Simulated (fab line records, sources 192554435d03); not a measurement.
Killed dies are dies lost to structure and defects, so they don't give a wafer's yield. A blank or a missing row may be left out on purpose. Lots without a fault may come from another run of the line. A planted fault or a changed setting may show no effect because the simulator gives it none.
Split-lot experiment | flow n5_finfet | 7 lots, 21 wafers read, on a route of 1938 steps

THE SPLIT
At N5_BEOL_M12_SPUTTER_43 (material TaN, target thk 15 nm, time 24.19 s), the setting power_w was moved away from the recipe's 15000 W on 10 of the 21 wafers read, by -16.3% to +16.6%. The other wafers ran this setting at the recipe's value.

The reading is taken at the split's own step.

THE READING
TaN_of_BEOL_M12_SPUTTER_43.thk_nm (the simulator's own value, which no gauge read), in nm, at N5_BEOL_M12_SPUTTER_43 (material TaN, target thk 15 nm, time 24.19 s). The file gives no usual value for it. The 11 wafers here that ran the recipe average 15.2 nm, standard deviation 0.22 nm.

wafer  | tool, chamber at the split | power_w as run, W | against the recipe | TaN_of_BEOL_M12_SPUTTER_43.thk_nm, nm | against lot-mates on the recipe
L074.2 | pvd_sputter-01, -          | 15000             | recipe             | 15                                    | -
L074.3 | pvd_sputter-01, -          | 15000             | recipe             | 15                                    | -
L074.4 | pvd_sputter-01, -          | 17490             | +16.6%             | 17.6                                  | +2.6
L080.2 | pvd_sputter-01, -          | 15000             | recipe             | 15.2                                  | -
L080.3 | pvd_sputter-01, -          | 13620             | -9.2%              | 13.8                                  | -1.4
L080.6 | pvd_sputter-01, -          | 13620             | -9.2%              | 13.8                                  | -1.4
L082.4 | pvd_sputter-02, -          | 15000             | recipe             | 15.4                                  | -
L082.5 | pvd_sputter-02, -          | 15000             | recipe             | 15.4                                  | -
L082.6 | pvd_sputter-02, -          | 12870             | -14.2%             | 13.2                                  | -2.2
L086.1 | pvd_sputter-03, -          | 15000             | recipe             | 15.2                                  | -
L086.4 | pvd_sputter-03, -          | 15000             | recipe             | 14.8                                  | -
L086.5 | pvd_sputter-03, -          | 15000             | recipe             | 14.8                                  | -
L089.1 | pvd_sputter-02, -          | 12560             | -16.3%             | 12.6                                  | -2.8
L089.4 | pvd_sputter-02, -          | 15000             | recipe             | 15.4                                  | -
L089.6 | pvd_sputter-02, -          | 12560             | -16.3%             | 12.8                                  | -2.6
L091.1 | pvd_sputter-03, -          | 15000             | recipe             | 15.4                                  | -
L091.4 | pvd_sputter-03, -          | 16850             | +12.3%             | 17                                    | +1.6
L091.6 | pvd_sputter-03, -          | 16850             | +12.3%             | 17                                    | +1.6
L093.3 | pvd_sputter-03, -          | 14020             | -6.5%              | 14.2                                  | -1.0
L093.4 | pvd_sputter-03, -          | 14020             | -6.5%              | 14.2                                  | -1.0
L093.6 | pvd_sputter-03, -          | 15000             | recipe             | 15.2                                  | -

THE FIT
A straight line over all 21 wafers: TaN_of_BEOL_M12_SPUTTER_43.thk_nm changes by +0.148 nm for each +1% of power_w; r = +0.99; the points scatter about the line by 0.18 nm.
The same after taking each lot's own level away (the mean of its wafers on the recipe; 21 wafers): +0.153 nm for each +1%; r = +1.00; scatter 0.13 nm.
On that fit, the largest move of power_w shifts the reading by 2.5 nm.
The lots' own levels span 14.93 to 15.40 nm, that is 2.1 times the standard deviation above.
So the lot-to-lot level changes the slope little: the two slopes agree.
Check: with one of the wafers moved furthest among these (+16.6%) left out of the fit, the line predicts +2.44 nm for it against its lot-mates. It came out at +2.6 nm against them.

OTHER SPLITS ON THESE WAFERS
These wafers also went through other splits before the reading. Each is held against what the fit with the lots' levels taken away leaves over:
other split on the same wafers | wafers away from the commonest value | r with TaN_of_BEOL_M12_SPUTTER_43.thk_nm (lot level and that fit taken away)
N5_BEOL_M11_COAT_22 spin_rpm   | 5                                    | -0.32

THE FILE'S OWN FIT
TaN_of_BEOL_M12_SPUTTER_43.thk_nm changes by +0.154 nm for each +1% of power_w, r = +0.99.
